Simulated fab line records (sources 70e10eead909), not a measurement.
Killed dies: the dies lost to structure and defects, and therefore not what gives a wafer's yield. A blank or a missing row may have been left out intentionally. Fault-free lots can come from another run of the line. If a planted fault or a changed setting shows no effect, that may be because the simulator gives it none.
fab line records :: flow nandHarc
record:
  lots: 5
  wafers: 15
  lastDay: 32
route steps=1302 shown P_GATE@144
lots untouched by any fault: they come from a run of this same line in which no faults occurred
startH: hours from the record's first day to the start of the lot's first wafer shown :: waitH: time in hours since the lot's previous step :: " repeats the value in the row above :: L1.1+2: a row that stands for several wafers :: - value missing, or start not given :: * or withheld: withheld :: < > ~ a bound
route shown NAME@n: NAME is a module with steps in the file, n the number in the route of the first one :: usual: mean and standard deviation over wafers with no fault :: same: alike in all rows :: chamber/n: place in a boat :: sites: readings site by site :: _std_site: their standard deviation :: _edge_site: inner sites' mean taken away from outer sites' mean :: radiusMm: how far each site lies from the wafer's centre :: mask NAME#n: copy n :: behind: tool/chamber where the wafer was last shaped :: hold: why the lot went on hold/how many hours it stayed there/how the hold came to an end :: device: transistor that didn't switch, given as n, p or np :: end of line: the same wafers' tests at the end of the route :: for a step that has no rows: nothing shown but its recipe :: killed: not the wafer's yield, but the dies lost to structure and defects at the first sort :: map: a wafer's dies, x killed, . not, _ none there
set.NAME: the run value of the setting; set.NAME@STEP: its run value at that earlier step :: model.NAME: the simulator's own value behind a step, which no gauge read
a table for each step, a row for each wafer; lots at some steps of the route
services: a tool's chamber out of use, with start hour (startH, from the record's first day; less than 0 if before it), hours out, and reason
== steps ==
step: NHARC_P_GATE_DESCUM_31
recipe:
  timeS: 3
  o2FlowSccm: 200
  arFlowSccm: 0
  biasPowerW: 0
  chemistry: O2
usual:
  drypumpMotorCurrentA: 5.7/0.43
  oesProductAu: 1.000/0.0073
  rfVppV: 57.8/0.84
  showerheadPlenumPTorr: 1.90/0.065
  throttleValvePct: 11.311/0.0088
same:
  timeS: 3
lot.wafer: L212.3
tool: rieDiel-02
chamber: 3
startH: 182.37
waitH: 0.1
drypumpMotorCurrentA: 5.8
oesProductAu: 1.003
rfHoursCounterH: 7.9
rfVppV: 58.2
showerheadPlenumPTorr: 1.96
throttleValvePct: 11.308

lot.wafer: L212.2
tool: rieDiel-02
chamber: 0
startH: 182.37
waitH: 0.1
drypumpMotorCurrentA: 5.6
oesProductAu: 1.008
rfHoursCounterH: 7.7
rfVppV: 58.1
showerheadPlenumPTorr: 1.98
throttleValvePct: 11.305

lot.wafer: L212.6
tool: rieDiel-02
chamber: 0
startH: 182.37
waitH: 0.1
drypumpMotorCurrentA: 5.6
oesProductAu: 0.995
rfHoursCounterH: -
rfVppV: 57.7
showerheadPlenumPTorr: 1.98
throttleValvePct: 11.304

lot.wafer: L214.2
tool: rieDiel-09
chamber: 1
startH: 205.63
waitH: 0.1
drypumpMotorCurrentA: 6.2
oesProductAu: 0.999
rfHoursCounterH: 2.3
rfVppV: 57.7
showerheadPlenumPTorr: 1.95
throttleValvePct: 11.321

lot.wafer: L214.6
tool: rieDiel-09
chamber: 2
startH: 205.63
waitH: 0.1
drypumpMotorCurrentA: 5.2
oesProductAu: 0.991
rfHoursCounterH: -
rfVppV: 57.9
showerheadPlenumPTorr: 1.92
throttleValvePct: 11.314

lot.wafer: L214.5
tool: rieDiel-09
chamber: 3
startH: 205.63
waitH: 0.1
drypumpMotorCurrentA: 5.9
oesProductAu: 1.001
rfHoursCounterH: -
rfVppV: 57.5
showerheadPlenumPTorr: 1.91
throttleValvePct: 11.310

lot.wafer: L215.1
tool: rieDiel-13
chamber: 2
startH: 209.79
waitH: 0.1
drypumpMotorCurrentA: 6.2
oesProductAu: 1.003
rfHoursCounterH: 1.2
rfVppV: 58.5
showerheadPlenumPTorr: 1.83
throttleValvePct: 11.314

lot.wafer: L215.6
tool: rieDiel-13
chamber: 1
startH: 209.79
waitH: 0.1
drypumpMotorCurrentA: 4.9
oesProductAu: 1.002
rfHoursCounterH: -
rfVppV: 58.9
showerheadPlenumPTorr: 1.83
throttleValvePct: 11.316

lot.wafer: L215.5
tool: rieDiel-13
chamber: 2
startH: 209.79
waitH: 0.1
drypumpMotorCurrentA: 6.2
oesProductAu: 1.005
rfHoursCounterH: -
rfVppV: 57.4
showerheadPlenumPTorr: 1.83
throttleValvePct: 11.320

lot.wafer: L219.4
tool: rieDiel-02
chamber: 3
startH: 242.24
waitH: 0.1
drypumpMotorCurrentA: 5.8
oesProductAu: 1.007
rfHoursCounterH: 0.3
rfVppV: 57.6
showerheadPlenumPTorr: 1.96
throttleValvePct: 11.317

lot.wafer: L219.3
tool: rieDiel-02
chamber: 0
startH: 242.24
waitH: 0.1
drypumpMotorCurrentA: 5.6
oesProductAu: 1.007
rfHoursCounterH: 0.1
rfVppV: 58.0
showerheadPlenumPTorr: 1.98
throttleValvePct: 11.310

lot.wafer: L219.1
tool: rieDiel-02
chamber: 1
startH: 242.24
waitH: 0.1
drypumpMotorCurrentA: 5.9
oesProductAu: 1.000
rfHoursCounterH: 0.3
rfVppV: 55.9
showerheadPlenumPTorr: 1.79
throttleValvePct: 11.322

lot.wafer: L224.4
tool: rieDiel-09
chamber: 1
startH: 305.89
waitH: 0.1
drypumpMotorCurrentA: 6.2
oesProductAu: 0.997
rfHoursCounterH: 8.9
rfVppV: 58.0
showerheadPlenumPTorr: 1.94
throttleValvePct: 11.305

lot.wafer: L224.5
tool: rieDiel-09
chamber: 3
startH: 305.89
waitH: 0.1
drypumpMotorCurrentA: 5.8
oesProductAu: 0.995
rfHoursCounterH: -
rfVppV: 57.6
showerheadPlenumPTorr: 1.90
throttleValvePct: 11.309

lot.wafer: L224.6
tool: rieDiel-09
chamber: 0
startH: 305.89
waitH: 0.1
drypumpMotorCurrentA: 5.0
oesProductAu: 1.003
rfHoursCounterH: -
rfVppV: 57.5
showerheadPlenumPTorr: 1.96
throttleValvePct: 11.303
step: NHARC_P_GATE_ETCH_104
recipe:
  targetDepthA: 600
  timeS: withheld
  cf4FlowSccm: 100
  chf3FlowSccm: 30
  arFlowSccm: 0
  rfW: 500
  biasW: 200
  chemistry: CF4/CHF3
step: NHARC_P_GATE_HM_OPEN_105
recipe:
  targetDepthA: 3600
  o2FlowSccm: 400
  cosFlowSccm: 20
  arFlowSccm: 0
  rfW: 500
  biasW: 300
  chemistry: O2/COS
usual:
  drypumpMotorCurrentA: 5.7/0.44
  oesProductAu: 1.000/0.0072
  rfVppV: 466.8/2.3
  showerheadPlenumPTorr: 3.10/0.1
  throttleValvePct: 28.330/0.01
lot.wafer: L212.2
tool: rieDiel-02
chamber: 3
startH: -
waitH: -
drypumpMotorCurrentA: 5.8
oesProductAu: 0.991
rfHoursCounterH: 8.0
rfVppV: 469.8
showerheadPlenumPTorr: 3.20
throttleValvePct: 28.330

lot.wafer: L212.3
tool: rieDiel-02
chamber: 0
startH: -
waitH: -
drypumpMotorCurrentA: 5.6
oesProductAu: 1.004
rfHoursCounterH: 7.7
rfVppV: 469.5
showerheadPlenumPTorr: 3.23
throttleValvePct: 28.342

lot.wafer: L212.6
tool: rieDiel-02
chamber: 2
startH: -
waitH: -
drypumpMotorCurrentA: 5.3
oesProductAu: 0.995
rfHoursCounterH: -
rfVppV: 463.2
showerheadPlenumPTorr: 2.94
throttleValvePct: 28.324

lot.wafer: L214.2
tool: rieDiel-09
chamber: 0
startH: -
waitH: -
drypumpMotorCurrentA: 5.1
oesProductAu: 1.004
rfHoursCounterH: 2.7
rfVppV: 470.5
showerheadPlenumPTorr: 3.20
throttleValvePct: 28.336

lot.wafer: L214.5
tool: rieDiel-09
chamber: 1
startH: -
waitH: -
drypumpMotorCurrentA: 6.2
oesProductAu: 0.998
rfHoursCounterH: -
rfVppV: 469.5
showerheadPlenumPTorr: 3.17
throttleValvePct: 28.340

lot.wafer: L214.6
tool: rieDiel-09
chamber: 2
startH: -
waitH: -
drypumpMotorCurrentA: 5.1
oesProductAu: 0.999
rfHoursCounterH: -
rfVppV: 466.4
showerheadPlenumPTorr: 3.13
throttleValvePct: 28.347

lot.wafer: L215.1
tool: rieDiel-13
chamber: 3
startH: -
waitH: -
drypumpMotorCurrentA: 6.3
oesProductAu: 1.001
rfHoursCounterH: 1.7
rfVppV: 467.6
showerheadPlenumPTorr: 3.15
throttleValvePct: 28.319

lot.wafer: L215.5
tool: rieDiel-13
chamber: 2
startH: -
waitH: -
drypumpMotorCurrentA: 6.2
oesProductAu: 1.006
rfHoursCounterH: -
rfVppV: 464.2
showerheadPlenumPTorr: 2.99
throttleValvePct: 28.321

lot.wafer: L215.6
tool: rieDiel-13
chamber: 3
startH: -
waitH: -
drypumpMotorCurrentA: 6.2
oesProductAu: 1.008
rfHoursCounterH: -
rfVppV: 466.6
showerheadPlenumPTorr: 3.15
throttleValvePct: 28.332

lot.wafer: L219.3
tool: rieDiel-02
chamber: 0
startH: -
waitH: -
drypumpMotorCurrentA: 5.6
oesProductAu: 1.001
rfHoursCounterH: 0.1
rfVppV: 468.8
showerheadPlenumPTorr: 3.23
throttleValvePct: 28.320

lot.wafer: L219.4
tool: rieDiel-02
chamber: 2
startH: -
waitH: -
drypumpMotorCurrentA: 5.3
oesProductAu: 0.997
rfHoursCounterH: 0.4
rfVppV: 462.2
showerheadPlenumPTorr: 2.94
throttleValvePct: 28.322

lot.wafer: L219.1
tool: rieDiel-02
chamber: 3
startH: -
waitH: -
drypumpMotorCurrentA: 5.8
oesProductAu: 1.003
rfHoursCounterH: 0.4
rfVppV: 469.0
showerheadPlenumPTorr: 3.20
throttleValvePct: 28.331

lot.wafer: L224.4
tool: rieDiel-09
chamber: 2
startH: -
waitH: -
drypumpMotorCurrentA: 5.2
oesProductAu: 0.994
rfHoursCounterH: 10.1
rfVppV: 467.8
showerheadPlenumPTorr: 3.12
throttleValvePct: 28.335

lot.wafer: L224.5
tool: rieDiel-09
chamber: 0
startH: -
waitH: -
drypumpMotorCurrentA: 5.0
oesProductAu: 1.001
rfHoursCounterH: -
rfVppV: 469.8
showerheadPlenumPTorr: 3.20
throttleValvePct: 28.342

lot.wafer: L224.6
tool: rieDiel-09
chamber: 1
startH: -
waitH: -
drypumpMotorCurrentA: 6.2
oesProductAu: 1.004
rfHoursCounterH: -
rfVppV: 467.8
showerheadPlenumPTorr: 3.17
throttleValvePct: 28.338
step: NHARC_P_GATE_STRIP_106
recipe:
  o2FlowSccm: 400
  cosFlowSccm: 20
  arFlowSccm: 0
  biasW: 0
  chemistry: O2/COS
step: NHARC_P_GATE_ETCH_114
recipe:
  targetDepthA: 300
  overetchA: 30
  timeS: 16.5
  ionEnergyEv: 100
  cf4FlowSccm: 80
  o2FlowSccm: 20
  arFlowSccm: 0
  rfW: 300
  biasW: 100
  chemistry: CF4/O2
step: NHARC_P_GATE_ETCH_32
recipe:
  targetDepthA: 1500
  overEtchFrac: 1
  overEtchIonEnergyEv: 40
  timeS: 100.1
  hbrFlowSccm: 150
  cl2FlowSccm: 50
  rfW: 400
  icpW: 400
  biasW: 100
  chemistry: HBr/Cl2
usual:
  drypumpMotorCurrentA: 5.7/0.49
  oesProductAu: 0.999/0.0081
  throttleValvePct: 26.407/0.0092
same:
  overEtchFrac: 1
  timeS: 100.1
lot.wafer: L212.3
tool: rieSi-02
chamber: 3
startH: 182.93
waitH: -
drypumpMotorCurrentA: 5.7
oesProductAu: 0.996
rfHoursCounterH: 0.5
throttleValvePct: 26.395

lot.wafer: L212.2
tool: rieSi-02
chamber: 0
startH: 182.93
waitH: -
drypumpMotorCurrentA: 5.6
oesProductAu: 0.988
rfHoursCounterH: 0.6
throttleValvePct: 26.400

lot.wafer: L212.6
tool: rieSi-02
chamber: 1
startH: 182.93
waitH: -
drypumpMotorCurrentA: 6.2
oesProductAu: 0.988
rfHoursCounterH: -
throttleValvePct: 26.411

lot.wafer: L214.2
tool: rieSi-05
chamber: 3
startH: 206.08
waitH: -
drypumpMotorCurrentA: 4.9
oesProductAu: 0.997
rfHoursCounterH: 0.4
throttleValvePct: 26.407

lot.wafer: L214.6
tool: rieSi-05
chamber: 2
startH: 206.08
waitH: -
drypumpMotorCurrentA: 5.1
oesProductAu: 0.998
rfHoursCounterH: -
throttleValvePct: 26.429

lot.wafer: L214.5
tool: rieSi-05
chamber: 3
startH: 206.08
waitH: -
drypumpMotorCurrentA: 4.9
oesProductAu: 0.988
rfHoursCounterH: -
throttleValvePct: 26.390

lot.wafer: L215.1
tool: rieSi-02
chamber: 1
startH: 210.29
waitH: -
drypumpMotorCurrentA: 6.1
oesProductAu: 0.997
rfHoursCounterH: 0.6
throttleValvePct: 26.398

lot.wafer: L215.6
tool: rieSi-02
chamber: 2
startH: 210.29
waitH: -
drypumpMotorCurrentA: 6.5
oesProductAu: 1.007
rfHoursCounterH: -
throttleValvePct: 26.402

lot.wafer: L215.5
tool: rieSi-02
chamber: 3
startH: 210.29
waitH: -
drypumpMotorCurrentA: 5.7
oesProductAu: 0.988
rfHoursCounterH: -
throttleValvePct: 26.422

lot.wafer: L219.3
tool: rieSi-03
chamber: 1
startH: 242.71
waitH: -
drypumpMotorCurrentA: 6.2
oesProductAu: 0.990
rfHoursCounterH: 0.1
throttleValvePct: 26.400

lot.wafer: L219.1
tool: rieSi-03
chamber: 2
startH: 242.71
waitH: -
drypumpMotorCurrentA: 5.3
oesProductAu: 1.000
rfHoursCounterH: 0.1
throttleValvePct: 26.413

lot.wafer: L219.4
tool: rieSi-03
chamber: 0
startH: 242.71
waitH: -
drypumpMotorCurrentA: 5.7
oesProductAu: 1.004
rfHoursCounterH: 0.0
throttleValvePct: 26.405

lot.wafer: L224.4
tool: rieSi-02
chamber: 3
startH: 306.35
waitH: -
drypumpMotorCurrentA: 5.7
oesProductAu: 0.999
rfHoursCounterH: 0.1
throttleValvePct: 26.402

lot.wafer: L224.5
tool: rieSi-02
chamber: 2
startH: 306.35
waitH: -
drypumpMotorCurrentA: 6.6
oesProductAu: 0.985
rfHoursCounterH: -
throttleValvePct: 26.400

lot.wafer: L224.6
tool: rieSi-02
chamber: 3
startH: 306.35
waitH: -
drypumpMotorCurrentA: 5.7
oesProductAu: 1.000
rfHoursCounterH: -
throttleValvePct: 26.417
step: NHARC_P_GATE_STRIP_108
recipe:
  o2FlowSccm: 500
  arFlowSccm: 0
  biasW: 0
  chemistry: O2
step: NHARC_P_GATE_CD_MEAS_33
usual:
  cdNm: 121.0/2.1
lot.wafer: L212.2
tool: cdSem-02
chamber: -
startH: 183.24
waitH: -
cdNm: 121.6

lot.wafer: L212.3
tool: cdSem-02
chamber: -
startH: 183.24
waitH: -
cdNm: 122.9

lot.wafer: L212.6
tool: cdSem-02
chamber: -
startH: 183.24
waitH: -
cdNm: 123.9

lot.wafer: L214.2
tool: cdSem-02
chamber: -
startH: 206.40
waitH: -
cdNm: 121.3

lot.wafer: L214.5
tool: cdSem-02
chamber: -
startH: 206.40
waitH: -
cdNm: 120.7

lot.wafer: L214.6
tool: cdSem-02
chamber: -
startH: 206.40
waitH: -
cdNm: 121.2

lot.wafer: L215.1
tool: cdSem-01
chamber: -
startH: 210.58
waitH: -
cdNm: 123.6

lot.wafer: L215.5
tool: cdSem-01
chamber: -
startH: 210.58
waitH: -
cdNm: 121.0

lot.wafer: L215.6
tool: cdSem-01
chamber: -
startH: 210.58
waitH: -
cdNm: 122.1

lot.wafer: L219.1
tool: cdSem-01
chamber: -
startH: 243.04
waitH: -
cdNm: 118.3

lot.wafer: L219.3
tool: cdSem-01
chamber: -
startH: 243.04
waitH: -
cdNm: 121.6

lot.wafer: L219.4
tool: cdSem-01
chamber: -
startH: 243.04
waitH: -
cdNm: 119.8

lot.wafer: L224.4
tool: cdSem-02
chamber: -
startH: 306.77
waitH: 0.2
cdNm: 120.1

lot.wafer: L224.5
tool: cdSem-02
chamber: -
startH: 306.77
waitH: 0.2
cdNm: 119.3

lot.wafer: L224.6
tool: cdSem-02
chamber: -
startH: 306.77
waitH: 0.2
cdNm: 118.7
step: NHARC_P_GATE_STRIP_35
recipe:
  timeS: 600
  tempC: 130
  chemistry: SPM
step: NHARC_P_GATE_PRECLEAN_73
recipe:
  timeS: *
  tempC: 50
  bathAgeMin: 0
  chemistry: SC1
step: NHARC_P_GATE_SRD_74
step: NHARC_P_GATE_ALD_36
recipe:
  targetThkA: 200
  pulseTimeS: 60
  aldCycles: 223
  tempC: 400
  material: SiNx
usual:
  heaterPowerW: 851/91
  precursorPulseHeightRel: 0.999/0.021
lot.wafer: L212.2
tool: aldSin-04
chamber: 1
startH: 183.77
waitH: -
heaterPowerW: 831
precursorPulseHeightRel: 1.006

lot.wafer: L212.3
tool: aldSin-04
chamber: 2
startH: 185.19
waitH: -
heaterPowerW: 993
precursorPulseHeightRel: 0.987

lot.wafer: L212.6
tool: aldSin-04
chamber: 1
startH: 188.04
waitH: -
heaterPowerW: 826
precursorPulseHeightRel: 1.033

lot.wafer: L214.2
tool: aldSin-03
chamber: 3
startH: 207.93
waitH: -
heaterPowerW: 778
precursorPulseHeightRel: 1.050

lot.wafer: L214.6
tool: aldSin-03
chamber: 2
startH: 211.14
waitH: -
heaterPowerW: 858
precursorPulseHeightRel: 0.984

lot.wafer: L214.5
tool: aldSin-03
chamber: 3
startH: 212.21
waitH: -
heaterPowerW: 799
precursorPulseHeightRel: 1.017

lot.wafer: L215.1
tool: aldSin-01
chamber: 2
startH: 214.17
waitH: -
heaterPowerW: 696
precursorPulseHeightRel: 1.004

lot.wafer: L215.6
tool: aldSin-01
chamber: 3
startH: 215.21
waitH: -
heaterPowerW: 831
precursorPulseHeightRel: 1.012

lot.wafer: L215.5
tool: aldSin-01
chamber: 0
startH: 216.25
waitH: -
heaterPowerW: 765
precursorPulseHeightRel: 1.025

lot.wafer: L219.3
tool: aldSin-03
chamber: 1
startH: 243.50
waitH: -
heaterPowerW: 800
precursorPulseHeightRel: 1.035

lot.wafer: L219.1
tool: aldSin-03
chamber: 2
startH: 244.57
waitH: -
heaterPowerW: 851
precursorPulseHeightRel: 1.024

lot.wafer: L219.4
tool: aldSin-03
chamber: 0
startH: 246.71
waitH: -
heaterPowerW: 821
precursorPulseHeightRel: 1.021

lot.wafer: L224.4
tool: aldSin-01
chamber: 3
startH: 309.32
waitH: -
heaterPowerW: 828
precursorPulseHeightRel: 0.970

lot.wafer: L224.6
tool: aldSin-01
chamber: 1
startH: 311.43
waitH: -
heaterPowerW: 957
precursorPulseHeightRel: 1.009

lot.wafer: L224.5
tool: aldSin-01
chamber: 2
startH: 312.48
waitH: -
heaterPowerW: 686
precursorPulseHeightRel: 0.987
step: NHARC_P_GATE_ETCHBACK_37
recipe:
  targetDepthA: 345
  timeS: 17.2
  chf3FlowSccm: 50
  o2FlowSccm: 10
  arFlowSccm: 200
  rfW: 500
  biasW: 200
  chemistry: CHF3/O2
usual:
  drypumpMotorCurrentA: 5.7/0.45
  oesProductAu: 0.939/0.028
  rfVppV: 369.8/2
  runLengthS: 38.4/0.34
  showerheadPlenumPTorr: 2.37/0.081
  throttleValvePct: 20.574/0.01
lot.wafer: L212.3
tool: rieDiel-13
chamber: 3
startH: 195.49
waitH: -
drypumpMotorCurrentA: 6.3
oesProductAu: 0.922
rfHoursCounterH: 1.5
rfVppV: 370.3
runLengthS: 37.9
showerheadPlenumPTorr: 2.42
throttleValvePct: 20.583

lot.wafer: L212.2
tool: rieDiel-13
chamber: 1
startH: 195.49
waitH: -
drypumpMotorCurrentA: 4.8
oesProductAu: 0.912
rfHoursCounterH: 1.0
rfVppV: 368.7
runLengthS: 38.8
showerheadPlenumPTorr: 2.31
throttleValvePct: 20.556

lot.wafer: L212.6
tool: rieDiel-13
chamber: 0
startH: 195.49
waitH: -
drypumpMotorCurrentA: 5.8
oesProductAu: 0.923
rfHoursCounterH: -
rfVppV: 369.4
runLengthS: 38.3
showerheadPlenumPTorr: 2.33
throttleValvePct: 20.562

lot.wafer: L214.2
tool: rieDiel-02
chamber: 3
startH: 216.47
waitH: -
drypumpMotorCurrentA: 5.8
oesProductAu: 0.999
rfHoursCounterH: 9.6
rfVppV: 372.5
runLengthS: 38.1
showerheadPlenumPTorr: 2.46
throttleValvePct: 20.566

lot.wafer: L214.5
tool: rieDiel-02
chamber: 1
startH: 216.47
waitH: -
drypumpMotorCurrentA: 5.9
oesProductAu: 1.000
rfHoursCounterH: -
rfVppV: 367.0
runLengthS: 37.9
showerheadPlenumPTorr: 2.26
throttleValvePct: 20.581

lot.wafer: L214.6
tool: rieDiel-02
chamber: 2
startH: 216.47
waitH: -
drypumpMotorCurrentA: 5.3
oesProductAu: 0.991
rfHoursCounterH: -
rfVppV: 367.4
runLengthS: 38.8
showerheadPlenumPTorr: 2.26
throttleValvePct: 20.580

lot.wafer: L215.1
tool: rieDiel-09
chamber: 2
startH: 220.48
waitH: -
drypumpMotorCurrentA: 5.1
oesProductAu: 0.914
rfHoursCounterH: 4.2
rfVppV: 371.5
runLengthS: 38.5
showerheadPlenumPTorr: 2.41
throttleValvePct: 20.568

lot.wafer: L215.6
tool: rieDiel-09
chamber: 0
startH: 220.48
waitH: -
drypumpMotorCurrentA: 5.0
oesProductAu: 0.930
rfHoursCounterH: -
rfVppV: 373.2
runLengthS: 38.0
showerheadPlenumPTorr: 2.46
throttleValvePct: 20.560

lot.wafer: L215.5
tool: rieDiel-09
chamber: 1
startH: 220.48
waitH: -
drypumpMotorCurrentA: 6.2
oesProductAu: 0.914
rfHoursCounterH: -
rfVppV: 371.6
runLengthS: 38.3
showerheadPlenumPTorr: 2.44
throttleValvePct: 20.577

lot.wafer: L219.1
tool: rieDiel-13
chamber: 1
startH: 253.09
waitH: -
drypumpMotorCurrentA: 4.8
oesProductAu: 0.936
rfHoursCounterH: 3.7
rfVppV: 368.2
runLengthS: 38.0
showerheadPlenumPTorr: 2.31
throttleValvePct: 20.556

lot.wafer: L219.3
tool: rieDiel-13
chamber: 3
startH: 253.09
waitH: -
drypumpMotorCurrentA: 6.3
oesProductAu: 0.941
rfHoursCounterH: 5.4
rfVppV: 370.1
runLengthS: 38.2
showerheadPlenumPTorr: 2.42
throttleValvePct: 20.573

lot.wafer: L219.4
tool: rieDiel-13
chamber: 0
startH: 253.09
waitH: -
drypumpMotorCurrentA: 5.7
oesProductAu: 0.926
rfHoursCounterH: 5.2
rfVppV: 367.5
runLengthS: 38.5
showerheadPlenumPTorr: 2.33
throttleValvePct: 20.572

lot.wafer: L224.4
tool: rieDiel-13
chamber: 0
startH: 316.75
waitH: -
drypumpMotorCurrentA: 5.8
oesProductAu: 0.916
rfHoursCounterH: -
rfVppV: 367.5
runLengthS: 38.3
showerheadPlenumPTorr: 2.33
throttleValvePct: 20.580

lot.wafer: L224.6
tool: rieDiel-13
chamber: 2
startH: 316.75
waitH: -
drypumpMotorCurrentA: 6.2
oesProductAu: 0.935
rfHoursCounterH: -
rfVppV: 366.5
runLengthS: 38.0
showerheadPlenumPTorr: 2.30
throttleValvePct: 20.568

lot.wafer: L224.5
tool: rieDiel-13
chamber: 3
startH: 316.75
waitH: -
drypumpMotorCurrentA: 6.3
oesProductAu: 0.926
rfHoursCounterH: -
rfVppV: 371.2
runLengthS: 47.3
showerheadPlenumPTorr: 2.42
throttleValvePct: 20.603
step: NHARC_P_GATE_STRIP_101
recipe:
  timeS: 20
  o2FlowSccm: 500
  arFlowSccm: 0
  biasW: 0
  chemistry: O2
usual:
  drypumpMotorCurrentA: 5.7/0.44
  oesProductAu: 0.999/0.0078
  rfVppV: 57.6/0.94
  showerheadPlenumPTorr: 3.47/0.12
  throttleValvePct: 17.037/0.0089
same:
  timeS: 20
lot.wafer: L212.2
tool: rieDiel-13
chamber: 1
startH: 195.58
waitH: 0.1
drypumpMotorCurrentA: 4.9
oesProductAu: 1.008
rfHoursCounterH: 1.0
rfVppV: 58.2
showerheadPlenumPTorr: 3.39
throttleValvePct: 17.030

lot.wafer: L212.3
tool: rieDiel-13
chamber: 3
startH: 195.58
waitH: 0.1
drypumpMotorCurrentA: 6.3
oesProductAu: 1.004
rfHoursCounterH: 1.5
rfVppV: 58.8
showerheadPlenumPTorr: 3.56
throttleValvePct: 17.034

lot.wafer: L212.6
tool: rieDiel-13
chamber: 1
startH: 195.58
waitH: 0.1
drypumpMotorCurrentA: 4.9
oesProductAu: 1.010
rfHoursCounterH: -
rfVppV: 58.2
showerheadPlenumPTorr: 3.39
throttleValvePct: 17.053

lot.wafer: L214.2
tool: rieDiel-02
chamber: 2
startH: 216.55
waitH: 0.1
drypumpMotorCurrentA: 5.3
oesProductAu: 0.990
rfHoursCounterH: 10.3
rfVppV: 57.9
showerheadPlenumPTorr: 3.33
throttleValvePct: 17.027

lot.wafer: L214.6
tool: rieDiel-02
chamber: 0
startH: 216.55
waitH: 0.1
drypumpMotorCurrentA: 5.6
oesProductAu: 0.992
rfHoursCounterH: -
rfVppV: 57.8
showerheadPlenumPTorr: 3.65
throttleValvePct: 17.020

lot.wafer: L214.5
tool: rieDiel-02
chamber: 1
startH: 216.55
waitH: 0.1
drypumpMotorCurrentA: 5.9
oesProductAu: 0.992
rfHoursCounterH: -
rfVppV: 58.4
showerheadPlenumPTorr: 3.32
throttleValvePct: 17.037

lot.wafer: L215.1
tool: rieDiel-09
chamber: 2
startH: 220.56
waitH: 0.1
drypumpMotorCurrentA: 5.1
oesProductAu: 0.985
rfHoursCounterH: 4.2
rfVppV: 59.0
showerheadPlenumPTorr: 3.53
throttleValvePct: 17.041

lot.wafer: L215.6
tool: rieDiel-09
chamber: 1
startH: 220.56
waitH: 0.1
drypumpMotorCurrentA: 6.2
oesProductAu: 0.994
rfHoursCounterH: -
rfVppV: 60.0
showerheadPlenumPTorr: 3.58
throttleValvePct: 17.048

lot.wafer: L215.5
tool: rieDiel-09
chamber: 2
startH: 220.56
waitH: 0.1
drypumpMotorCurrentA: 5.1
oesProductAu: 1.002
rfHoursCounterH: -
rfVppV: 56.4
showerheadPlenumPTorr: 3.53
throttleValvePct: 17.043

lot.wafer: L219.3
tool: rieDiel-13
chamber: 3
startH: 253.18
waitH: 0.1
drypumpMotorCurrentA: 6.2
oesProductAu: 1.014
rfHoursCounterH: 5.4
rfVppV: 56.4
showerheadPlenumPTorr: 3.56
throttleValvePct: 17.057

lot.wafer: L219.4
tool: rieDiel-13
chamber: 1
startH: 253.18
waitH: 0.1
drypumpMotorCurrentA: 4.9
oesProductAu: 1.002
rfHoursCounterH: 3.7
rfVppV: 57.1
showerheadPlenumPTorr: 3.39
throttleValvePct: 17.029

lot.wafer: L219.1
tool: rieDiel-13
chamber: 2
startH: 253.18
waitH: 0.1
drypumpMotorCurrentA: 6.1
oesProductAu: 1.007
rfHoursCounterH: 5.0
rfVppV: 57.0
showerheadPlenumPTorr: 3.38
throttleValvePct: 17.028

lot.wafer: L224.6
tool: rieDiel-13
chamber: 2
startH: 316.83
waitH: 0.1
drypumpMotorCurrentA: 6.2
oesProductAu: 0.999
rfHoursCounterH: -
rfVppV: 57.9
showerheadPlenumPTorr: 3.38
throttleValvePct: 17.034

lot.wafer: L224.4
tool: rieDiel-13
chamber: 3
startH: 316.83
waitH: 0.1
drypumpMotorCurrentA: 6.3
oesProductAu: 0.990
rfHoursCounterH: -
rfVppV: 58.8
showerheadPlenumPTorr: 3.55
throttleValvePct: 17.039

lot.wafer: L224.5
tool: rieDiel-13
chamber: 0
startH: 316.83
waitH: 0.1
drypumpMotorCurrentA: 5.8
oesProductAu: 1.001
rfHoursCounterH: -
rfVppV: 58.1
showerheadPlenumPTorr: 3.43
throttleValvePct: 17.047
== services ==
tool: rieDiel-13
chamber: -
startH: 165.00
hours: 9.0
kind: pm

tool: aldSin-01
chamber: 1
startH: 165.07
hours: 4.8
kind: repair

tool: rieDiel-02
chamber: 3
startH: 171.10
hours: 1.5
kind: repair

tool: aldSin-03
chamber: -
startH: 177.71
hours: 10.0
kind: pm

tool: rieDiel-02
chamber: 1
startH: 182.21
hours: 2.4
kind: repair

tool: rieSi-02
chamber: 3
startH: 185.03
hours: 1.7
kind: repair

tool: rieSi-02
chamber: -
startH: 201.20
hours: 0.5
kind: repair

tool: rieDiel-09
chamber: -
startH: 210.56
hours: 2.0
kind: repair

tool: rieDiel-02
chamber: -
startH: 216.70
hours: 9.0
kind: pm

tool: rieDiel-09
chamber: -
startH: 228.74
hours: 0.5
kind: repair

tool: rieDiel-13
chamber: 1
startH: 242.72
hours: 8.6
kind: repair

tool: rieDiel-13
chamber: 3
startH: 262.99
hours: 15.8
kind: repair

tool: rieDiel-02
chamber: 3
startH: 274.27
hours: 21.3
kind: repair

tool: rieSi-02
chamber: -
startH: 277.00
hours: 9.0
kind: pm

tool: rieDiel-02
chamber: 2
startH: 287.09
hours: 22.8
kind: repair

tool: rieDiel-13
chamber: 3
startH: 292.77
hours: 2.9
kind: repair

tool: rieDiel-13
chamber: 2
startH: 295.12
hours: 15.4
kind: repair

tool: rieDiel-13
chamber: 0
startH: 295.13
hours: 13.1
kind: repair

tool: rieDiel-09
chamber: 0
startH: 306.56
hours: 7.1
kind: repair

tool: aldSin-03
chamber: 2
startH: 309.02
hours: 9.2
kind: repair

tool: aldSin-03
chamber: -
startH: 311.18
hours: 0.3
kind: repair

tool: rieSi-02
chamber: -
startH: 311.26
hours: 2.1
kind: repair

tool: rieDiel-13
chamber: 1
startH: 314.96
hours: 4.5
kind: repair

tool: rieDiel-09
chamber: 0
startH: 316.54
hours: 3.2
kind: repair
== key ==
firstSign:
  step: NHARC_P_GATE_ETCHBACK_37
  reading: runLengthS
  direction: up
  sigmas: 26
  usual: *
  struck: *
effect none on later readings
metAt NHARC_P_GATE_ETCHBACK_37
struckWafers L224.5
laterRowsLeftOut L224.5
sortLeftOut L224.5
testerLeftOut L224
onsetBetween 253.09 316.75
fault:
  kind: processParameterDrift
  tool: rieDiel-13
  chamber: -
  onsetH: 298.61
  steps: NHARC_P_GATE_ETCHBACK_37
  channel: timeS
  offset: *
  shape: step
  endH: 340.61
  scope: struckWafersOnly
  actsIn: *
  stated: *
testerLeftOut: of these lots the tester's yield and bins aren't shown, on N5 and GAA mostly nor the transistor test; their killed dies are dies lost to structure and defects alone, not to doping, threshold or leakage, so they don't give the yield
sortLeftOut: the simulated sort isn't trusted on such a fault, so these wafers' sort isn't shown, and their yield isn't known
laterRowsLeftOut: the simulator's readings of these wafers behind a module that went badly wrong aren't trusted and aren't shown, but for the sort
